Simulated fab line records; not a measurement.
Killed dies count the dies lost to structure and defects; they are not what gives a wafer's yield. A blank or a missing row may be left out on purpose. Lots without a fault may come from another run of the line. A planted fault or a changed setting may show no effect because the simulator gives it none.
fab line records ; flow n5_finfet
record lots=7; wafers=21
route steps=1938 shown BEOL_M15@1773 PASSIVATION@1930
start_h: the number of hours between the record's first day and the start of the first shown wafer of the lot ; wait_h: time in hours since the lot's previous step ; " identical to the entry in the row above ; L1.1+2: several wafers, shown together as one row ; - no value present, or no start provided ; * or withheld: withheld ; < > ~ a bound
route shown NAME@n: NAME is a module with steps in the file, n the number in the route of the first one ; usual: mean/standard deviation taken from wafers without a fault ; same: alike in all rows ; chamber/n: place in a boat ; sites: readings site by site ; _std_site: standard deviation of those values ; _edge_site: outer sites' mean less inner sites' ; radius_mm: how far each site lies from the wafer's centre ; mask NAME#n: copy n ; behind: the most recent tool/chamber to have shaped the wafer ; hold: why the lot went on hold/how many hours it stayed there/how the hold came to an end ; device: the transistor (n, p or np) that didn't switch ; end of line: at the end of the route, the tests of the same wafers ; where a step has no rows: the recipe by itself ; killed: not the wafer's yield, but the dies lost to structure and defects at the first sort ; map: per-die view of a wafer (x killed, . not killed, _ where there is no die)
set.NAME: the run value of the setting; set.NAME@STEP: its run value at that earlier step ; model.NAME: the simulator's own value behind a step, which no gauge read
lots with deliberately changed settings; one table per step, one row per wafer
## steps
# step N5_BEOL_M15_ILD_DEP_00
# recipe material=SiO2; target_thk_a=16293; temp_c=400; precursor=TEOS/O2; pressure_torr=6.5; rf_w=900; teos_flow_sccm=161.4; gas=O2; flow_sccm=2650; time_s=346.1
lot.wafer;tool;chamber;start_h;wait_h;set.time_s;model.SiO2_of_BEOL_M15_ILD_DEP_00.thk_nm
L075.1;pecvd-03;2;251.02;0.0;392.4;1850
L075.3;pecvd-03;1;251.02;0.0;392.4;1815
L075.6;pecvd-03;1;251.02;0.0;346.1;1635
L077.3;pecvd-03;2;266.47;0.0;346.1;1625
L077.4;pecvd-03;2;266.47;0.0;346.1;1651
L077.6;pecvd-03;1;266.47;0.0;346.1;1648
L082.4;pecvd-03;0;294.06;0.1;298;1399
L082.5;pecvd-03;1;294.06;0.1;346.1;1619
L082.6;pecvd-03;0;294.06;0.1;298;1397
L089.2;pecvd-03;2;324.48;0.0;346.1;1637
L089.4;pecvd-03;1;324.48;0.0;346.1;1645
L089.6;pecvd-03;0;324.48;0.0;346.1;1633
L092.2;pecvd-02;1;357.10;0.0;372.8;1741
L092.3;pecvd-02;0;357.10;0.0;372.8;1758
L092.4;pecvd-02;1;357.10;0.0;346.1;1632
L096.2;pecvd-03;1;375.22;0.0;386.2;1785
L096.5;pecvd-03;0;375.22;0.0;346.1;1646
L096.6;pecvd-03;2;375.22;0.0;346.1;1642
L097.2;pecvd-02;2;389.48;0.0;346.1;1621
L097.3;pecvd-02;1;389.48;0.0;390.3;1792
L097.6;pecvd-02;0;389.48;0.0;346.1;1648
# step N5_BEOL_M15_THK_MEAS_01
# recipe reads=SiO2_of_BEOL_M15_ILD_DEP_00
# usual M15_ILD_THK=1630/23
lot.wafer;tool;chamber;start_h;wait_h;set.time_s@BEOL_M15_ILD_DEP_00;M15_ILD_THK[nm]
L075.1;film_metro-01;-;251.26;0.1;392.4;1849
L075.3;film_metro-01;-;251.26;0.1;392.4;1815
L075.6;film_metro-01;-;251.26;0.1;346.1;1634
L077.3;film_metro-02;-;266.72;0.1;346.1;1624
L077.4;film_metro-02;-;266.72;0.1;346.1;1652
L077.6;film_metro-02;-;266.72;0.1;346.1;1647
L082.4;film_metro-02;-;294.32;0.1;298;1399
L082.5;film_metro-02;-;294.32;0.1;346.1;1619
L082.6;film_metro-02;-;294.32;0.1;298;1396
L089.2;film_metro-01;-;324.73;0.1;346.1;1635
L089.4;film_metro-01;-;324.73;0.1;346.1;1646
L089.6;film_metro-01;-;324.73;0.1;346.1;1633
L092.2;film_metro-02;-;357.35;0.1;372.8;1741
L092.3;film_metro-02;-;357.35;0.1;372.8;1760
L092.4;film_metro-02;-;357.35;0.1;346.1;1632
L096.2;film_metro-02;-;375.47;0.1;386.2;1786
L096.5;film_metro-02;-;375.47;0.1;346.1;1646
L096.6;film_metro-02;-;375.47;0.1;346.1;1641
L097.2;film_metro-01;-;389.73;0.1;346.1;1621
L097.3;film_metro-01;-;389.73;0.1;390.3;1793
L097.6;film_metro-01;-;389.73;0.1;346.1;1647
# step N5_BEOL_M15_COAT_58
# recipe resist=BARC; temp_c=205; time_s=60; spin_rpm=1500; resist_thk_nm=89
# step N5_BEOL_M15_COAT_04
# recipe spin_rpm=1704; resist_thk_nm=800
# step N5_BEOL_M15_DESCUM_15
# recipe chemistry=O2; time_s=7.9; source_power_w=50; bias_power_w=20; pressure_mtorr=20; rf_frequency_hz=2.712e+07; temp_c=40; o2_flow_sccm=225
# step N5_BEOL_M15_ETCH_59
# recipe chemistry=N2/H2; target=BARC; target_depth_a=890; overetch_a=267; time_s=67.9; ion_energy_ev=200; pressure_mtorr=30; source_w=840; bias_w=150; n2_flow_sccm=200; h2_flow_sccm=200
# step N5_BEOL_M15_VIA_ETCH_16
# recipe chemistry=C4F8/O2/Ar; target=SiO2; he_inner_torr=15; he_outer_torr=30; target_depth_a=17922; time_s=withheld; ion_energy_ev=800; pressure_mtorr=20; source_w=1905; bias_w=2040; Ar_flow_sccm=400; C4F8_flow_sccm=16; O2_flow_sccm=12; ends=cleared
lot.wafer;tool;chamber;start_h;wait_h;set.time_s@BEOL_M15_ILD_DEP_00;model.etch.depth_nm;model.coat_of_BEOL_M15_COAT_04.thk_nm
L075.1;rie_diel-06;3;251.74;0.0;*;1850;272.4
L075.3;rie_diel-06;1;251.74;0.0;*;1815;282.4
L075.6;rie_diel-06;3;251.74;0.0;*;1635;324
L077.3;rie_diel-02;0;267.43;0.0;*;1625;344.8
L077.4;rie_diel-02;2;267.43;0.0;*;1651;340
L077.6;rie_diel-02;0;267.43;0.0;*;1648;339.4
L082.4;rie_diel-06;1;295.32;0.1;*;1399;383.4
L082.5;rie_diel-06;2;295.32;0.1;*;1619;332
L082.6;rie_diel-06;1;295.32;0.1;*;1397;383.8
L089.2;rie_diel-03;3;325.33;0.0;*;1637;333.6
L089.4;rie_diel-03;0;325.33;0.0;*;1645;325.6
L089.6;rie_diel-03;2;325.33;0.0;*;1633;331.4
L092.2;rie_diel-03;0;357.86;0.0;*;1741;298.8
L092.3;rie_diel-03;3;357.86;0.0;*;1758;301.8
L092.4;rie_diel-03;0;357.86;0.0;*;1632;323.8
L096.2;rie_diel-03;2;376.08;0.0;*;1785;289.8
L096.5;rie_diel-03;3;376.08;0.0;*;1646;325.2
L096.6;rie_diel-03;2;376.08;0.0;*;1642;324.4
L097.2;rie_diel-06;3;390.37;0.0;*;1621;328.4
L097.3;rie_diel-06;2;390.37;0.0;*;1792;289.2
L097.6;rie_diel-06;3;390.37;0.0;*;1648;318.8
# step N5_BEOL_M15_PEB_26
# recipe peb_temp_c=130; peb_time_s=90
lot.wafer;tool;chamber;start_h;wait_h;set.peb_temp_c
L075.1+3;litho_track-01;0;253.04;0.1;130
L075.6;litho_track-01;0;253.04;0.1;127.5
L077.3+4;litho_track-01;0;268.60;0.0;133.7
L077.6;litho_track-01;0;268.60;0.0;130
L082.4;litho_track-03;0;296.74;0.0;126.4
L082.5+6;litho_track-03;0;296.74;0.0;130
L089.2+4+6;litho_track-03;0;326.63;0.0;130
L092.2+4;litho_track-03;0;359.16;0.0;133.4
L092.3;litho_track-03;0;359.16;0.0;130
L096.2+6;litho_track-03;0;377.38;0.0;130
L096.5;litho_track-03;0;377.38;0.0;127.3
L097.2+6;litho_track-01;0;391.58;0.0;130
L097.3;litho_track-01;0;391.58;0.0;133
# step N5_BEOL_M15_DEVELOP_27
# recipe develop_time_s=45; rinse_liquid=diw; dry=air_spin; dev_temp_c=21
# step N5_BEOL_M15_HARDBAKE_32
# recipe temp_c=130; time_s=120
# step N5_BEOL_M15_CD_MEAS_28
# recipe target_cd_nm=407.6; landing_energy_ev=500; detector=se_inlens
# usual cd_nm=407.8/2.3
lot.wafer;tool;chamber;start_h;wait_h;set.peb_temp_c@BEOL_M15_PEB_26;cd_nm
L075.1;cd_sem-03;0;253.16;-;130;409.0
L075.3;cd_sem-03;0;253.16;-;130;410.5
L075.6;cd_sem-03;0;253.16;-;127.5;392.8
L077.3;cd_sem-03;0;268.72;-;133.7;421.3
L077.4;cd_sem-03;0;268.72;-;133.7;422.0
L077.6;cd_sem-03;0;268.72;-;130;410.8
L082.4;cd_sem-02;0;296.86;-;126.4;385.1
L082.5;cd_sem-02;0;296.86;-;130;407.4
L082.6;cd_sem-02;0;296.86;-;130;404.9
L089.2;cd_sem-02;0;326.74;-;130;410.5
L089.4;cd_sem-02;0;326.74;-;130;406.4
L089.6;cd_sem-02;0;326.74;-;130;404.9
L092.2;cd_sem-02;0;359.28;-;133.4;420.5
L092.3;cd_sem-02;0;359.28;-;130;409.4
L092.4;cd_sem-02;0;359.28;-;133.4;421.3
L096.2;cd_sem-03;0;377.49;-;130;407.1
L096.5;cd_sem-03;0;377.49;-;127.3;395.9
L096.6;cd_sem-03;0;377.49;-;130;407.9
L097.2;cd_sem-03;0;391.69;-;130;413.4
L097.3;cd_sem-03;0;391.69;-;133;424.8
L097.6;cd_sem-03;0;391.69;-;130;409.1
# step N5_BEOL_M15_DESCUM_33
# recipe chemistry=O2; time_s=7.9; source_power_w=50; bias_power_w=20; pressure_mtorr=20; rf_frequency_hz=2.712e+07; temp_c=40; o2_flow_sccm=225
lot.wafer;tool;chamber;start_h;wait_h;set.peb_temp_c@BEOL_M15_PEB_26;model.BEOL_M15.cd_nm
L075.1;rie_diel-02;0;253.25;0.0;130;409.2
L075.3;rie_diel-02;3;253.25;0.0;130;410.4
L075.6;rie_diel-02;3;253.25;0.0;127.5;392.6
L077.3;rie_diel-03;0;269.30;0.5;133.7;421.4
L077.4;rie_diel-03;0;269.30;0.5;133.7;422.4
L077.6;rie_diel-03;1;269.30;0.5;130;410.4
L082.4;rie_diel-06;2;297.33;0.4;126.4;385.4
L082.5;rie_diel-06;2;297.33;0.4;130;407.6
L082.6;rie_diel-06;1;297.33;0.4;130;405.2
L089.2;rie_diel-02;3;326.83;0.0;130;410.2
L089.4;rie_diel-02;2;326.83;0.0;130;406.6
L089.6;rie_diel-02;3;326.83;0.0;130;405.2
L092.2;rie_diel-03;0;359.36;0.0;133.4;420.6
L092.3;rie_diel-03;2;359.36;0.0;130;409.4
L092.4;rie_diel-03;0;359.36;0.0;133.4;421.2
L096.2;rie_diel-06;0;377.58;0.0;130;407.6
L096.5;rie_diel-06;1;377.58;0.0;127.3;396.2
L096.6;rie_diel-06;2;377.58;0.0;130;407.8
L097.2;rie_diel-06;0;391.78;0.0;130;413.2
L097.3;rie_diel-06;3;391.78;0.0;133;424.8
L097.6;rie_diel-06;3;391.78;0.0;130;409.4
# step N5_BEOL_M15_ETCH_61
# recipe chemistry=N2/H2; target=BARC; target_depth_a=890; overetch_a=267; time_s=67.9; ion_energy_ev=200; pressure_mtorr=30; source_w=840; bias_w=150; n2_flow_sccm=200; h2_flow_sccm=200
lot.wafer;tool;chamber;start_h;wait_h;set.peb_temp_c@BEOL_M15_PEB_26;model.BEOL_M15.cd_nm
L075.1;rie_diel-02;0;253.28;0.0;130;401.2
L075.3;rie_diel-02;3;253.28;0.0;130;403.2
L075.6;rie_diel-02;3;253.28;0.0;127.5;385.4
L077.3;rie_diel-03;0;269.33;0.0;133.7;415.2
L077.4;rie_diel-03;0;269.33;0.0;133.7;416
L077.6;rie_diel-03;1;269.33;0.0;130;402.4
L082.4;rie_diel-06;2;297.39;0.0;126.4;377
L082.5;rie_diel-06;2;297.39;0.0;130;399.4
L082.6;rie_diel-06;1;297.39;0.0;130;396.4
L089.2;rie_diel-02;3;326.87;0.0;130;402.6
L089.4;rie_diel-02;2;326.87;0.0;130;399
L089.6;rie_diel-02;3;326.87;0.0;130;397.4
L092.2+4;rie_diel-03;0;359.40;0.0;133.4;414.6
L092.3;rie_diel-03;2;359.40;0.0;130;402.6
L096.2;rie_diel-06;0;377.62;0.0;130;401.4
L096.5;rie_diel-06;1;377.62;0.0;127.3;388
L096.6;rie_diel-06;2;377.62;0.0;130;400.2
L097.2;rie_diel-06;0;391.82;0.0;130;407.2
L097.3;rie_diel-06;3;391.82;0.0;133;417.2
L097.6;rie_diel-06;3;391.82;0.0;130;401
# step N5_BEOL_M15_TRENCH_ETCH_34
# recipe chemistry=C4F8/O2/Ar; target=SiO2; target_depth_a=8729.3; he_inner_torr=15; he_outer_torr=30; time_s=199; ion_energy_ev=800; pressure_mtorr=20; source_w=1905; bias_w=2040; Ar_flow_sccm=400; C4F8_flow_sccm=16; O2_flow_sccm=12
lot.wafer;tool;chamber;start_h;wait_h;set.time_s;model.etch.depth_nm;model.coat_of_BEOL_M15_COAT_22.thk_nm
L075.1;rie_diel-02;0;253.33;0.0;184.4;794.5;560.2
L075.3;rie_diel-02;3;253.33;0.0;199;855.9;547.6
L075.6;rie_diel-02;3;253.33;0.0;184.4;798.9;556.6
L077.3;rie_diel-03;0;269.38;0.0;199;846;545.8
L077.4;rie_diel-03;0;269.38;0.0;173.2;736.3;568.4
L077.6;rie_diel-03;1;269.38;0.0;199;866.5;547.8
L082.4;rie_diel-06;2;297.52;0.1;242.6;1045;510.8
L082.5;rie_diel-06;2;297.52;0.1;199;855.7;549.8
L082.6;rie_diel-06;1;297.52;0.1;199;876.2;541.2
L089.2;rie_diel-02;3;326.92;0.0;199;845.8;554.4
L089.4;rie_diel-02;2;326.92;0.0;199;862.1;550.2
L089.6;rie_diel-02;3;326.92;0.0;199;845.4;556.2
L092.2;rie_diel-03;0;359.45;0.0;199;843.7;544.6
L092.3;rie_diel-03;2;359.45;0.0;199;849.7;547.4
L092.4;rie_diel-03;0;359.45;0.0;199;846.8;545
L096.2;rie_diel-06;0;377.67;0.0;199;886.4;540.8
L096.5;rie_diel-06;1;377.67;0.0;199;882.3;538.4
L096.6;rie_diel-06;2;377.67;0.0;199;851.3;547.4
L097.2;rie_diel-06;0;391.87;0.0;218.8;975.4;518
L097.3;rie_diel-06;3;391.87;0.0;199;872.8;540.8
L097.6;rie_diel-06;3;391.87;0.0;199;877.5;537.2
# step N5_BEOL_M15_STRIP_36
# recipe chemistry=O2; power_w=600; temp_c=60; pressure_mtorr=30; rf_frequency_hz=6e+07; bias_power_w=0; overash_fraction=0.3; o2_flow_sccm=225
# step N5_BEOL_M15_STRIP_62
# recipe chemistry=O2; power_w=600; temp_c=60; pressure_mtorr=30; rf_frequency_hz=6e+07; bias_power_w=0; overash_fraction=0.3; o2_flow_sccm=225
# step N5_BEOL_M15_STRIP_37
# recipe chemistry=O2; power_w=600; temp_c=60; pressure_mtorr=30; rf_frequency_hz=6e+07; bias_power_w=0; overash_fraction=0.3; o2_flow_sccm=225
# step N5_BEOL_M15_ETCH_38
# recipe chemistry=CF4/N2; target=SiCN; target_depth_a=1064; taper_deg=2; time_s=120.5; ion_energy_ev=150; mask_material=SiO2; pressure_mtorr=40; source_w=430; bias_w=70; Ar_flow_sccm=100; cf4_flow_sccm=60; n2_flow_sccm=60
lot.wafer;tool;chamber;start_h;wait_h;set.peb_temp_c@BEOL_M15_PEB_26;model.BEOL_M15.cd_nm
L075.1;rie_diel-03;3;-;-;130;400.6
L075.3;rie_diel-03;2;-;-;130;403
L075.6;rie_diel-03;1;-;-;127.5;384.6
L077.3;rie_diel-06;3;-;-;133.7;414.4
L077.4;rie_diel-06;3;-;-;133.7;414.2
L077.6;rie_diel-06;1;-;-;130;402
L082.4;rie_diel-02;0;-;-;126.4;378.6
L082.5;rie_diel-02;1;-;-;130;399.4
L082.6;rie_diel-02;2;-;-;130;396.6
L089.2;rie_diel-02;2;-;-;130;402
L089.4;rie_diel-02;2;-;-;130;399
L089.6;rie_diel-02;3;-;-;130;396.6
L092.2;rie_diel-06;3;-;-;133.4;414.6
L092.3;rie_diel-06;2;-;-;130;402.2
L092.4;rie_diel-06;1;-;-;133.4;414.4
L096.2;rie_diel-02;2;-;-;130;401
L096.5;rie_diel-02;3;-;-;127.3;388.4
L096.6;rie_diel-02;2;-;-;130;399
L097.2;rie_diel-06;2;-;-;130;408
L097.3;rie_diel-06;1;-;-;133;415.8
L097.6;rie_diel-06;3;-;-;130;399.4
# step N5_BEOL_M15_PRECLEAN_39
# recipe chemistry=residue_remover; time_s=60; temp_c=40
# step N5_BEOL_M15_SRD_40
# recipe time_s=30; temp_c=23; rinse_liquid=diw; dry=n2_spin; spin_rpm=1500; dry_time_s=30
# step N5_BEOL_M15_ECD_47
# recipe material=Cu; target_thk_a=18600
# step N5_BEOL_M15_ANNEAL_48
# recipe temp_c=225; time_s=90; ambient=N2
# step N5_BEOL_M15_CMP_49
# recipe stop_on=SiO2; t_overpolish_s=4.9; down_force_psi=2; platen_rpm=80; clearing_platen_down_force_psi=2; clearing_platen_rpm=80; post_cmp_clean=cu_alkaline; target_thk_nm=850; clearing_platen_pad_velocity_m_s=1.5917; pad_velocity_m_s=1.5917
lot.wafer;tool;chamber;start_h;wait_h;set.time_s@BEOL_M15_TRENCH_ETCH_34;model.Cu_of_BEOL_M15_ECD_47.thk_nm
L075.1;cmp-04;0;257.95;0.4;184.4;773
L075.3;cmp-04;1;257.95;0.4;199;834.2
L075.6;cmp-04;0;257.95;0.4;184.4;776.6
L077.4;cmp-03;0;272.30;0.2;173.2;716
L077.3;cmp-03;2;272.30;0.2;199;822.4
L077.6;cmp-03;1;272.30;0.2;199;842.8
L082.4;cmp-01;2;300.80;0.2;242.6;1022
L082.6;cmp-01;3;300.80;0.2;199;854.8
L082.5;cmp-01;0;300.80;0.2;199;832.4
L089.2;cmp-04;1;331.13;0.2;199;824.2
L089.4;cmp-04;2;331.13;0.2;199;838.2
L089.6;cmp-04;2;331.13;0.2;199;820.8
L092.4;cmp-01;3;363.16;0.1;199;824.4
L092.3;cmp-01;1;363.16;0.1;199;827.4
L092.2;cmp-01;2;363.16;0.1;199;820.4
L096.2;cmp-01;2;380.07;0.3;199;864.4
L096.6;cmp-01;0;380.07;0.3;199;828.2
L096.5;cmp-01;1;380.07;0.3;199;862.6
L097.3;cmp-04;2;397.48;0.2;199;849
L097.2;cmp-04;3;397.48;0.2;218.8;949.6
L097.6;cmp-04;3;397.48;0.2;199;851.4
# step N5_BEOL_M15_THK_MEAS_50
# recipe thk_meas_gauge=xrf; reads=Cu_of_BEOL_M15_ECD_47
# usual M15_THK=853/16
lot.wafer;tool;chamber;start_h;wait_h;set.time_s@BEOL_M15_TRENCH_ETCH_34;M15_THK[nm]
L075.1;film_metro-01;-;258.21;-;184.4;789
L075.3;film_metro-01;-;258.21;-;199;850
L075.6;film_metro-01;-;258.21;-;184.4;791
L077.3;film_metro-01;-;272.60;-;199;827
L077.4;film_metro-01;-;272.60;-;173.2;722
L077.6;film_metro-01;-;272.60;-;199;853
L082.4;film_metro-01;-;300.99;-;242.6;1034
L082.5;film_metro-01;-;300.99;-;199;845
L082.6;film_metro-01;-;300.99;-;199;863
L089.2;film_metro-01;-;331.43;-;199;843
L089.4;film_metro-01;-;331.43;-;199;852
L089.6;film_metro-01;-;331.43;-;199;834
L092.2;film_metro-01;-;363.45;-;199;832
L092.3;film_metro-01;-;363.45;-;199;842
L092.4;film_metro-01;-;363.45;-;199;838
L096.2;film_metro-02;-;380.29;-;199;878
L096.5;film_metro-02;-;380.29;-;199;882
L096.6;film_metro-02;-;380.29;-;199;844
L097.2;film_metro-02;-;397.77;-;218.8;976
L097.3;film_metro-02;-;397.77;-;199;873
L097.6;film_metro-02;-;397.77;-;199;875
# step N5_BEOL_M15_PRE_CLEAN_52
# recipe gas=NH3; time_s=15; temp_c=withheld; rf_power_w=300
# step N5_BEOL_M15_DEP_53
# recipe material=SiCN; target_thk_a=500; temp_c=withheld; precursor=3MS/NH3; pressure_torr=3; rf_w=675; time_s=17.8
# step N5_BEOL_M15_RS_MEAS_54
# recipe thk_meas_gauge=four-point-probe; reads=Cu_of_BEOL_M15_ECD_47+Ta_of_BEOL_M15_SPUTTER_44+TaN_of_BEOL_M15_SPUTTER_43
# usual M15_RS=0.0218/0.00037
lot.wafer;tool;chamber;start_h;wait_h;set.time_s@BEOL_M15_TRENCH_ETCH_34;M15_RS[ohm/sq]
L075.1;film_metro-01;-;258.34;0.0;184.4;0.0238
L075.3;film_metro-01;-;258.34;0.0;199;0.0220
L075.6;film_metro-01;-;258.34;0.0;184.4;0.0236
L077.3;film_metro-02;-;272.73;0.1;199;0.0223
L077.4;film_metro-02;-;272.73;0.1;173.2;0.0257
L077.6;film_metro-02;-;272.73;0.1;199;0.0217
L082.4;film_metro-01;-;301.12;0.0;242.6;0.0179
L082.5;film_metro-01;-;301.12;0.0;199;0.0220
L082.6;film_metro-01;-;301.12;0.0;199;0.0214
L089.2;film_metro-01;-;331.55;0.1;199;0.0222
L089.4;film_metro-01;-;331.55;0.1;199;0.0218
L089.6;film_metro-01;-;331.55;0.1;199;0.0223
L092.2;film_metro-01;-;363.58;0.1;199;0.0223
L092.3;film_metro-01;-;363.58;0.1;199;0.0222
L092.4;film_metro-01;-;363.58;0.1;199;0.0222
L096.2;film_metro-02;-;380.42;0.1;199;0.0212
L096.5;film_metro-02;-;380.42;0.1;199;0.0213
L096.6;film_metro-02;-;380.42;0.1;199;0.0221
L097.2;film_metro-02;-;397.93;0.1;218.8;0.0193
L097.3;film_metro-02;-;397.93;0.1;199;0.0216
L097.6;film_metro-02;-;397.93;0.1;199;0.0215
# step N5_PASSIVATION_ETCH_54
# recipe chemistry=CHF3/O2; target=SiO2; target_depth_a=8800; CHF3_flow_sccm=50; O2_flow_sccm=5; Ar_flow_sccm=200; time_s=440; mask_material=PR; pressure_mtorr=30; source_w=650; bias_w=170; ion_energy_ev=200
lot.wafer;tool;chamber;start_h;wait_h;set.time_s;model.etch.depth_nm;model.PASSIVATION.feature_depth_nm
L075.1;rie_diel-05;1;270.00;0.1;440;894.8;894.8
L075.3;rie_diel-05;3;270.00;0.1;440;875.4;875.4
L075.6;rie_diel-05;2;270.00;0.1;440;839.4;839.4
L077.3;rie_diel-04;2;285.03;0.1;440;885;885
L077.4;rie_diel-04;3;285.03;0.1;480.8;990.3;990.2
L077.6;rie_diel-04;1;285.03;0.1;480.8;967.1;967
L082.4;rie_diel-04;0;313.73;0.1;440;850;850
L082.5;rie_diel-04;1;313.73;0.1;440;870.8;870.8
L082.6;rie_diel-04;2;313.73;0.1;529.6;1070;1070
L089.2;rie_diel-05;3;341.12;0.1;440;876.1;876
L089.4;rie_diel-05;2;341.12;0.1;440;820.1;820
L089.6;rie_diel-05;2;341.12;0.1;440;816.7;816.8
L092.2;rie_diel-04;1;375.63;0.1;477.8;947.8;947.8
L092.3;rie_diel-04;3;375.63;0.1;440;884.2;884.2
L092.4;rie_diel-04;2;375.63;0.1;440;876.4;876.4
L096.2;rie_diel-05;1;390.73;0.1;440;885.7;885.8
L096.5;rie_diel-05;0;390.73;0.1;440;892.8;892.8
L096.6;rie_diel-05;1;390.73;0.1;440;889.4;889.4
L097.2;rie_diel-04;3;411.74;0.1;440;882.4;882.4
L097.3;rie_diel-04;2;411.74;0.1;440;887.9;888
L097.6;rie_diel-04;3;411.74;0.1;473.8;960.2;960.2
## key
split step=N5_BEOL_M15_ILD_DEP_00; setting=time_s; stated=346.1; by=wafer
response step=N5_BEOL_M15_ILD_DEP_00; reading=model.SiO2_of_BEOL_M15_ILD_DEP_00.thk_nm; change=+14.1; per=1%; r=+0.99
response step=N5_BEOL_M15_THK_MEAS_01; reading=M15_ILD_THK; change=+14.2; per=1%; r=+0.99
response step=N5_BEOL_M15_VIA_ETCH_16; reading=model.etch.depth_nm; change=+14.1; per=1%; r=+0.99
response step=N5_BEOL_M15_VIA_ETCH_16; reading=model.coat_of_BEOL_M15_COAT_04.thk_nm; change=-3.25; per=1%; r=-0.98
split step=N5_BEOL_M15_PEB_26; setting=peb_temp_c; stated=130; by=wafer
response step=N5_BEOL_M15_CD_MEAS_28; reading=cd_nm; change=+5.75; per=1%; r=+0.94
response step=N5_BEOL_M15_DESCUM_33; reading=model.BEOL_M15.cd_nm; change=+5.82; per=1%; r=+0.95
response step=N5_BEOL_M15_ETCH_61; reading=model.BEOL_M15.cd_nm; change=+6.01; per=1%; r=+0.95
response step=N5_BEOL_M15_ETCH_38; reading=model.BEOL_M15.cd_nm; change=+5.73; per=1%; r=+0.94
split step=N5_BEOL_M15_TRENCH_ETCH_34; setting=time_s; stated=199; by=wafer
response step=N5_BEOL_M15_TRENCH_ETCH_34; reading=model.etch.depth_nm; change=+8.64; per=1%; r=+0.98
response step=N5_BEOL_M15_TRENCH_ETCH_34; reading=model.coat_of_BEOL_M15_COAT_22.thk_nm; change=-1.66; per=1%; r=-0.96
response step=N5_BEOL_M15_CMP_49; reading=model.Cu_of_BEOL_M15_ECD_47.thk_nm; change=+8.55; per=1%; r=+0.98
response step=N5_BEOL_M15_THK_MEAS_50; reading=M15_THK; change=+8.68; per=1%; r=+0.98
response step=N5_BEOL_M15_RS_MEAS_54; reading=M15_RS; change=-0.000207; per=1%; r=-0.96
split step=N5_PASSIVATION_ETCH_54; setting=time_s; stated=440; by=wafer
response step=N5_PASSIVATION_ETCH_54; reading=model.etch.depth_nm; change=+9.95; per=1%; r=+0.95
response step=N5_PASSIVATION_ETCH_54; reading=model.PASSIVATION.feature_depth_nm; change=+9.95; per=1%; r=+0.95
